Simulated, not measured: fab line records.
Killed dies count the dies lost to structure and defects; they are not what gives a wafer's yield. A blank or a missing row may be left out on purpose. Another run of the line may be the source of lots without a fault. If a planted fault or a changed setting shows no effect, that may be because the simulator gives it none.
Which tool is to blame? / flow n5Finfet / 30 wafers from 10 lots sampled at 6 of the route's 1938 steps

## WHAT EACH GAUGE READ, for each wafer
N5_WELL_APT_OVL_MEAS_26. Usual: PWELL_OVL gives 2 nm (standard deviation 5.5).
lot=L160; measured=day 1 15:23; on=overlay-02; PWELL_OVL (nm)=-10 -5 0; flag=
lot=L166; measured=day 3 03:05; on=overlay-01; PWELL_OVL (nm)=-1 -3 2; flag=
lot=L168; measured=day 3 15:13; on=overlay-02; PWELL_OVL (nm)=9 3 9; flag=
lot=L173; measured=day 4 21:16; on=overlay-02; PWELL_OVL (nm)=7 9 8; flag=
lot=L174; measured=day 5 02:58; on=overlay-01; PWELL_OVL (nm)=1 3 1; flag=
lot=L178; measured=day 6 02:59; on=overlay-02; PWELL_OVL (nm)=-4 -6 6; flag=
lot=L179; measured=day 6 09:13; on=overlay-02; PWELL_OVL (nm)=-6 4 -7; flag=
lot=L180; measured=day 6 15:44; on=overlay-01; PWELL_OVL (nm)=8 8 4; flag=
lot=L181; measured=day 6 21:13; on=overlay-02; PWELL_OVL (nm)=-7 2 -11; flag=
lot=L182; measured=day 7 03:17; on=overlay-01; PWELL_OVL (nm)=-1 -1 3; flag=

N5_WELL_APT_INSPECT_27: inspects for defects (macro). Usual: rawDefectCount at 1.9, with a standard deviation of 1.3.
lot=L160; measured=day 1 15:24; on=defectInspect-01; rawDefectCount=3 3 3; flag=
lot=L166; measured=day 3 03:07; on=defectInspect-01; rawDefectCount=1 4 3; flag=
lot=L168; measured=day 3 15:14; on=defectInspect-01; rawDefectCount=1 1 3; flag=
lot=L173; measured=day 4 21:18; on=defectInspect-01; rawDefectCount=2 4 2; flag=
lot=L174; measured=day 5 02:59; on=defectInspect-02; rawDefectCount=1 0 0; flag=
lot=L178; measured=day 6 03:01; on=defectInspect-01; rawDefectCount=1 2 2; flag=
lot=L179; measured=day 6 09:14; on=defectInspect-01; rawDefectCount=1 1 0; flag=
lot=L180; measured=day 6 15:46; on=defectInspect-02; rawDefectCount=2 4 2; flag=
lot=L181; measured=day 6 21:14; on=defectInspect-02; rawDefectCount=3 3 0; flag=
lot=L182; measured=day 7 03:19; on=defectInspect-01; rawDefectCount=3 1 2; flag=

N5_WELL_APT_INSPECT_38: inspects for defects (darkfield). Usual: rawDefectCount at 13, with a standard deviation of 5.2.
lot=L160; measured=day 1 17:16; on=defectInspect-02; rawDefectCount=20 10 15; flag=
lot=L166; measured=day 3 04:59; on=defectInspect-01; rawDefectCount=4 13 14; flag=
lot=L168; measured=day 3 17:19; on=defectInspect-02; rawDefectCount=16 12 13; flag=
lot=L173; measured=day 4 23:00; on=defectInspect-01; rawDefectCount=36 53 72; flag=OFF
lot=L174; measured=day 5 04:52; on=defectInspect-02; rawDefectCount=68 68 80; flag=OFF
lot=L178; measured=day 6 04:56; on=defectInspect-01; rawDefectCount=13 8 6; flag=
lot=L179; measured=day 6 11:10; on=defectInspect-01; rawDefectCount=7 9 10; flag=
lot=L180; measured=day 6 17:29; on=defectInspect-01; rawDefectCount=18 21 11; flag=
lot=L181; measured=day 6 23:10; on=defectInspect-02; rawDefectCount=12 15 10; flag=
lot=L182; measured=day 7 04:59; on=defectInspect-02; rawDefectCount=14 17 22; flag=

N5_BEOL_M4_RC_MEAS_101. Usual: DIBL_N 35.4 mV/V, standard deviation 2.1; DIBL_P 34.8 mV/V, standard deviation 2.6; IOFF_N 0.15 nA/um, standard deviation 0.037; IOFF_P 0.19 nA/um, standard deviation 0.037; ION_N 677 uA/um, standard deviation 16; ION_P 462 uA/um, standard deviation 9.3; SS_N 71.4 mV/dec, standard deviation 0.75; SS_P 72.9 mV/dec, standard deviation 0.77; VT_N 250 mV, standard deviation 3.7; VT_P -251 mV, standard deviation 3.5.
lot=L160; measured=day 8 15:29; on=prober-01; DIBL_N (mV/V)=35.6 39.3 37.9; DIBL_P (mV/V)=34.3 38.9 37.1; IOFF_N (nA/um)=0.13 0.22 0.19; IOFF_P (nA/um)=0.14 0.20 0.18; ION_N (uA/um)=654 684 686; ION_P (uA/um)=441 455 455; SS_N (mV/dec)=71.5 73.0 72.5; SS_P (mV/dec)=72.4 73.8 73.3; VT_N (mV)=255 247 249; VT_P (mV)=-257 -256 -254; flag=
lot=L166; measured=day 9 10:58; on=prober-01; DIBL_N (mV/V)=34.8 37.2 34.0; DIBL_P (mV/V)=33.8 36.0 32.3; IOFF_N (nA/um)=0.13 0.16 0.12; IOFF_P (nA/um)=0.16 0.18 0.13; ION_N (uA/um)=664 678 660; ION_P (uA/um)=456 457 448; SS_N (mV/dec)=71.1 71.7 70.9; SS_P (mV/dec)=73.1 73.2 71.5; VT_N (mV)=251 248 255; VT_P (mV)=-257 -253 -257; flag=
lot=L168; measured=day 10 10:04; on=prober-01; DIBL_N (mV/V)=35.4 33.4 37.0; DIBL_P (mV/V)=34.8 32.0 37.2; IOFF_N (nA/um)=0.16 0.12 0.20; IOFF_P (nA/um)=0.21 0.17 0.26; ION_N (uA/um)=662 666 682; ION_P (uA/um)=463 464 465; SS_N (mV/dec)=71.6 71.6 73.0; SS_P (mV/dec)=72.6 72.0 73.6; VT_N (mV)=246 251 245; VT_P (mV)=-248 -251 -245; flag=
lot=L178; measured=day 12 19:44; on=prober-01; DIBL_N (mV/V)=33.2 36.7 34.9; DIBL_P (mV/V)=32.4 37.0 35.9; IOFF_N (nA/um)=0.11 0.16 0.14; IOFF_P (nA/um)=0.15 0.20 0.20; ION_N (uA/um)=670 692 669; ION_P (uA/um)=451 469 463; SS_N (mV/dec)=70.2 71.6 70.1; SS_P (mV/dec)=72.3 73.0 73.3; VT_N (mV)=255 251 251; VT_P (mV)=-254 -251 -251; flag=
lot=L179; measured=day 12 22:39; on=prober-01; DIBL_N (mV/V)=36.2 37.5 37.8; DIBL_P (mV/V)=36.9 38.8 38.8; IOFF_N (nA/um)=0.18 0.21 0.20; IOFF_P (nA/um)=0.22 0.25 0.24; ION_N (uA/um)=694 697 696; ION_P (uA/um)=472 472 471; SS_N (mV/dec)=72.3 72.2 72.2; SS_P (mV/dec)=72.9 73.3 73.0; VT_N (mV)=247 246 245; VT_P (mV)=-249 -249 -245; flag=
lot=L180; measured=day 13 15:20; on=prober-01; DIBL_N (mV/V)=35.9 39.2 35.8; DIBL_P (mV/V)=34.1 39.1 33.8; IOFF_N (nA/um)=0.13 0.20 0.13; IOFF_P (nA/um)=0.15 0.22 0.14; ION_N (uA/um)=656 709 668; ION_P (uA/um)=449 469 445; SS_N (mV/dec)=71.6 72.2 71.5; SS_P (mV/dec)=72.8 74.6 73.2; VT_N (mV)=255 245 254; VT_P (mV)=-254 -253 -261; flag=
lot=L181; measured=day 13 15:49; on=prober-01; DIBL_N (mV/V)=40.6 38.2 36.6; DIBL_P (mV/V)=40.7 37.9 36.7; IOFF_N (nA/um)=0.28 0.23 0.18; IOFF_P (nA/um)=0.31 0.25 0.22; ION_N (uA/um)=709 708 702; ION_P (uA/um)=480 479 478; SS_N (mV/dec)=73.2 72.2 72.0; SS_P (mV/dec)=74.6 73.6 73.9; VT_N (mV)=241 244 246; VT_P (mV)=-246 -245 -247; flag=
lot=L182; measured=day 14 15:19; on=prober-01; DIBL_N (mV/V)=35.5 32.7 35.4; DIBL_P (mV/V)=35.0 31.9 36.6; IOFF_N (nA/um)=0.15 0.11 0.16; IOFF_P (nA/um)=0.23 0.18 0.25; ION_N (uA/um)=676 672 688; ION_P (uA/um)=468 472 474; SS_N (mV/dec)=71.7 70.3 71.5; SS_P (mV/dec)=73.1 71.7 72.9; VT_N (mV)=254 254 249; VT_P (mV)=-243 -247 -244; flag=

## WHICH TOOL RAN EACH LOT (tool, then ch and the chambers of the sampled wafers, then the start)
lot=L160; N5_WELL_APT_OXIDE_STRIP_42=wetBench-01 ch 2,3,4, day 1 16:32; N5_FIN_SAQP_DENSIFY_62=rtpAnneal-02 ch 0, day 1 21:11
lot=L166; N5_WELL_APT_OXIDE_STRIP_42=wetBench-03 ch 2,6,7, day 3 04:03; N5_FIN_SAQP_DENSIFY_62=rtpAnneal-02 ch 0, day 3 09:20
lot=L168; N5_WELL_APT_OXIDE_STRIP_42=wetBench-05 ch 1,2,3, day 3 16:20; N5_FIN_SAQP_DENSIFY_62=rtpAnneal-01 ch 0, day 3 21:25
lot=L173; N5_WELL_APT_OXIDE_STRIP_42=wetBench-05 ch 2,3,6, day 4 22:16; N5_FIN_SAQP_DENSIFY_62=-
lot=L174; N5_WELL_APT_OXIDE_STRIP_42=wetBench-05 ch 0,4,7, day 5 03:55; N5_FIN_SAQP_DENSIFY_62=-
lot=L178; N5_WELL_APT_OXIDE_STRIP_42=wetBench-05 ch 1,4,7, day 6 03:56; N5_FIN_SAQP_DENSIFY_62=rtpAnneal-01 ch 0, day 6 08:33
lot=L179; N5_WELL_APT_OXIDE_STRIP_42=wetBench-03 ch 0,3,5, day 6 10:14; N5_FIN_SAQP_DENSIFY_62=rtpAnneal-01 ch 0, day 6 15:37
lot=L180; N5_WELL_APT_OXIDE_STRIP_42=wetBench-03 ch 1,4,5, day 6 16:42; N5_FIN_SAQP_DENSIFY_62=rtpAnneal-01 ch 0, day 6 21:22
lot=L181; N5_WELL_APT_OXIDE_STRIP_42=wetBench-05 ch 0,2,3, day 6 22:26; N5_FIN_SAQP_DENSIFY_62=rtpAnneal-02 ch 0, day 7 03:30
lot=L182; N5_WELL_APT_OXIDE_STRIP_42=wetBench-01 ch 1,6,7, day 7 04:15; N5_FIN_SAQP_DENSIFY_62=rtpAnneal-01 ch 0, day 7 08:39
- N5_WELL_APT_OXIDE_STRIP_42: strips SiO2 in dHF, time 45 s, target depth 12 nm.
- N5_FIN_SAQP_DENSIFY_62: time 60 s.

## AS READ BY THE TOOLS THEMSELVES (means over the sampled wafers that have a number; for cases with no such wafer, the mark the record gives instead)
N5_WELL_APT_OXIDE_STRIP_42. Usual: bathHeatDutyPct 6.4 %, standard deviation 0.93; runLengthS 53.5 s, standard deviation 2.5.
lot=L160; tool=wetBench-01; bathHeatDutyPct (%)=5.6; runLengthS (s)=51.8; flag=
lot=L166; tool=wetBench-03; bathHeatDutyPct (%)=6.5; runLengthS (s)=57.0; flag=
lot=L168; tool=wetBench-05; bathHeatDutyPct (%)=6.2; runLengthS (s)=57.4; flag=
lot=L173; tool=wetBench-05; bathHeatDutyPct (%)=-; runLengthS (s)=-; flag=OFF
lot=L174; tool=wetBench-05; bathHeatDutyPct (%)=-; runLengthS (s)=-; flag=OFF
lot=L178; tool=wetBench-05; bathHeatDutyPct (%)=5.9; runLengthS (s)=56.9; flag=
lot=L179; tool=wetBench-03; bathHeatDutyPct (%)=6.4; runLengthS (s)=52.4; flag=
lot=L180; tool=wetBench-03; bathHeatDutyPct (%)=7.3; runLengthS (s)=57.8; flag=
lot=L181; tool=wetBench-05; bathHeatDutyPct (%)=7.3; runLengthS (s)=52.2; flag=
lot=L182; tool=wetBench-01; bathHeatDutyPct (%)=6.4; runLengthS (s)=51.4; flag=

N5_FIN_SAQP_DENSIFY_62. Usual: lampPowerPct 9.85 %, standard deviation 0.064; lamp_zone_5_pct 9.846 %, standard deviation 0.01; wafer_temp_C_max 703.3, standard deviation 0.65.
lot=L160; tool=rtpAnneal-02; lampPowerPct (%)=9.92; lamp_zone_5_pct (%)=9.853; wafer_temp_C_max=703.7; flag=
lot=L166; tool=rtpAnneal-02; lampPowerPct (%)=9.83; lamp_zone_5_pct (%)=9.852; wafer_temp_C_max=702.9; flag=
lot=L168; tool=rtpAnneal-01; lampPowerPct (%)=9.85; lamp_zone_5_pct (%)=9.843; wafer_temp_C_max=702.8; flag=
lot=L178; tool=rtpAnneal-01; lampPowerPct (%)=9.82; lamp_zone_5_pct (%)=9.845; wafer_temp_C_max=703.2; flag=
lot=L179; tool=rtpAnneal-01; lampPowerPct (%)=9.82; lamp_zone_5_pct (%)=9.848; wafer_temp_C_max=702.9; flag=
lot=L180; tool=rtpAnneal-01; lampPowerPct (%)=9.87; lamp_zone_5_pct (%)=9.846; wafer_temp_C_max=703.5; flag=
lot=L181; tool=rtpAnneal-02; lampPowerPct (%)=9.82; lamp_zone_5_pct (%)=9.857; wafer_temp_C_max=702.8; flag=
lot=L182; tool=rtpAnneal-01; lampPowerPct (%)=9.87; lamp_zone_5_pct (%)=9.835; wafer_temp_C_max=703.8; flag=

## THE ANSWER, worked out from the rows above alone
Rule: a lot is off if the mean of its wafers that have a number lies more than 3 standard deviations from the usual mean. Also off: a lot with no number at a reading for which 4 or more lots have one. The other lots that the step has rows for count as sound. After the gauges, taken in route order, come the tools' own readings; for these a lot's mean is taken, as printed above. At the first step where some lot is off, the reading lying furthest off is the one used; lots without a number count as furthest.
Off, at N5_WELL_APT_INSPECT_38 on rawDefectCount: L173, L174.
If a tool, at a process step before that reading, ran all the lots that are off and no sound lot after the first of them, it fits. Not tried: the gauges at N5_WELL_APT_INSPECT_38; whatever is off there is also off at N5_WELL_APT_OXIDE_STRIP_42, on other tools, and gauge error can't account for it. No candidate that was tried fits.

## WHAT THE SIMULATOR PUT IN
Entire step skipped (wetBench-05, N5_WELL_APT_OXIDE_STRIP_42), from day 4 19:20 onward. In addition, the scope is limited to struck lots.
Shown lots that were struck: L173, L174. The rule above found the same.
